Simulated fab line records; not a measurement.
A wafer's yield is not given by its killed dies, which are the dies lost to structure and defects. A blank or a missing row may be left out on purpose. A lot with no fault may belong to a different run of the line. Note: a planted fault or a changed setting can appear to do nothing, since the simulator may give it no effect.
Which tool was responsible? / flow nand-harc / 6 lots with 18 wafers sampled at 5 steps, on a route of 1302 steps

== WHAT THE GAUGES SHOWED, per wafer ==
NHARC_END_SORT_01.
lot / measured / on / killed-at-array

== EACH LOT AND THE TOOL THAT RAN IT (in order: tool; ch and the chambers of the sampled wafers; start) ==
lot=L782; NHARC_A_CHANNEL_HOLE_D1_ETCH_23=har-etch-01 ch 0,1, day 10 11:22; NHARC_A_CHANNEL_HOLE_D1_STRIP_27=rie-diel-07 ch 0,1,3, day 10 22:29 or earlier; NHARC_A_CHANNEL_FILL_D1_ALD_14=ald-hk-02 ch 0,3, day 10 22:29; NHARC_A_CHANNEL_FILL_D1_ETCHBACK_08=rie-diel-11 ch 1,2,3, day 12 11:13
lot=L785; NHARC_A_CHANNEL_HOLE_D1_ETCH_23=har-etch-01 ch 0,1, day 11 11:11; NHARC_A_CHANNEL_HOLE_D1_STRIP_27=rie-diel-09 ch 1,2,3, day 11 22:52 or earlier; NHARC_A_CHANNEL_FILL_D1_ALD_14=ald-hk-03 ch 0,2,3, day 11 22:52; NHARC_A_CHANNEL_FILL_D1_ETCHBACK_08=rie-diel-01 ch 0,1,2, day 13 09:24
lot=L791; NHARC_A_CHANNEL_HOLE_D1_ETCH_23=har-etch-01 ch 0,1, day 13 19:01; NHARC_A_CHANNEL_HOLE_D1_STRIP_27=rie-diel-09 ch 0,2,3, day 14 08:32 or earlier; NHARC_A_CHANNEL_FILL_D1_ALD_14=ald-hk-04 ch 1,2, day 14 08:32; NHARC_A_CHANNEL_FILL_D1_ETCHBACK_08=rie-diel-11 ch 0,1,2, day 15 19:21
lot=L797; NHARC_A_CHANNEL_HOLE_D1_ETCH_23=har-etch-02 ch 0,1, day 16 08:57; NHARC_A_CHANNEL_HOLE_D1_STRIP_27=rie-diel-09 ch 0,1,2, day 16 20:28 or earlier; NHARC_A_CHANNEL_FILL_D1_ALD_14=ald-hk-02 ch 0,1,2, day 16 20:28; NHARC_A_CHANNEL_FILL_D1_ETCHBACK_08=rie-diel-11 ch 0,1,2, day 18 07:05
lot=L799; NHARC_A_CHANNEL_HOLE_D1_ETCH_23=har-etch-01 ch 0,1, day 17 15:34; NHARC_A_CHANNEL_HOLE_D1_STRIP_27=rie-diel-09 ch 0,1,3, day 18 05:15 or earlier; NHARC_A_CHANNEL_FILL_D1_ALD_14=ald-hk-03 ch 0,2,3, day 18 05:15; NHARC_A_CHANNEL_FILL_D1_ETCHBACK_08=rie-diel-05 ch 1,2,3, day 19 19:18
lot=L800; NHARC_A_CHANNEL_HOLE_D1_ETCH_23=har-etch-01 ch 0,1, day 18 03:49; NHARC_A_CHANNEL_HOLE_D1_STRIP_27=rie-diel-09 ch 0,1,2, day 18 15:19 or earlier; NHARC_A_CHANNEL_FILL_D1_ALD_14=ald-hk-02 ch 0,1, day 18 15:19; NHARC_A_CHANNEL_FILL_D1_ETCHBACK_08=rie-diel-05 ch 0,1,2, day 20 04:34
- NHARC_A_CHANNEL_HOLE_D1_ETCH_23: etches the open film in C4F8/O2/Ar, time 819 s, target depth 1600 nm.
- NHARC_A_CHANNEL_HOLE_D1_STRIP_27: strips in O2.
- NHARC_A_CHANNEL_FILL_D1_ALD_14: deposits SiO2, target thk 2.5 nm, pulse time 10 s, ald cycles 25.
- NHARC_A_CHANNEL_FILL_D1_ETCHBACK_08: etches the open film in C4F8, target depth 220 nm, time 110 s.

== THE ANSWER, worked out from the rows above alone ==
Rule: what is usual is taken from the lots themselves. Put in order of their means at a reading, lots are off if they are a third of the lots or fewer, leave a main group of 4 or more, and stand apart from it by a gap of 3 or more times the standard deviation of the main group's means; of several such gaps the widest counts. Not used: any main group whose means are identical at the precision the tables above print for the reading. A lot without any number at a reading at which 4 lots or more have one is off too. Any other lot the step has rows for is counted as sound.
No lot is off at any reading shown: from this, nothing can be told.

== WHAT THE SIMULATOR PUT IN ==
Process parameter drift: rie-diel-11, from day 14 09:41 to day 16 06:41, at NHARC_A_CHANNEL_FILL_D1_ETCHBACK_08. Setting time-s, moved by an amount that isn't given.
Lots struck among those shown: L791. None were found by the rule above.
